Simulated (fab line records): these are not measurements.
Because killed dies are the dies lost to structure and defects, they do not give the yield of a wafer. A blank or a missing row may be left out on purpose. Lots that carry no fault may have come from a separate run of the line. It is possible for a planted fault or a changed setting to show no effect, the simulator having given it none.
Matching of chambers | flow n5-finfet | N5_BEOL_M1_STRIP_36 on rie-diel-06 has 4 sister chambers
The step strips in N2/H2. 8 wafers are shown with their chamber, then 7 later ones without.

## WAFERS PAIRED WITH THEIR CHAMBERS
wafer  | chamber | showerhead-plenum-p-Torr (Torr) | throttle-valve-pct (%)
L075.4 | 2       | 2.64                            | 23.1
L089.1 | 1       | 2.41                            | 23.8
L089.2 | 2       | 2.63                            | 23.2
L090.2 | 0       | 2.48                            | 23.0
L090.3 | 1       | 2.41                            | 23.8
L090.6 | 3       | 2.72                            | 24.0
L092.1 | 0       | 2.48                            | 23.0
L092.2 | 3       | 2.72                            | 24.0

## WAFERS MISSING THEIR CHAMBER
wafer  | showerhead-plenum-p-Torr (Torr) | throttle-valve-pct (%)
L092.3 | 2.41                            | 23.8
L092.4 | 2.63                            | 23.2
L092.5 | 2.63                            | 23.1
L092.6 | 2.72                            | 24.1
L096.1 | 2.47                            | 23.0
L096.5 | 2.72                            | 24.0
L096.6 | 2.47                            | 23.0

## EACH ONE'S CHAMBER
wafer  | from the rows above | in truth
L092.3 | 1                   | 1
L092.4 | 2                   | 2
L092.5 | 2                   | 2
L092.6 | 3                   | 3
L096.1 | 0                   | 0
L096.5 | 3                   | 3
L096.6 | 0                   | 0
7 of 7 placed correctly. From these rows, 0 cannot be placed. Number placed wrongly: 0.
How it was worked out, from the rows above alone: a wafer's distance from a chamber is the root of the sum, over the readings, of the square of ((its reading less the chamber's mean) divided by the reading's scatter). If the next closest chamber is less than 2 further off than the closest, the wafer can't be placed; otherwise it belongs to the closest. Each chamber's mean is taken over the wafers shown for it. The scatter: the root of (the sum of the squares of (reading less its chamber's mean) over the shown wafers, divided by (wafers less chambers)).
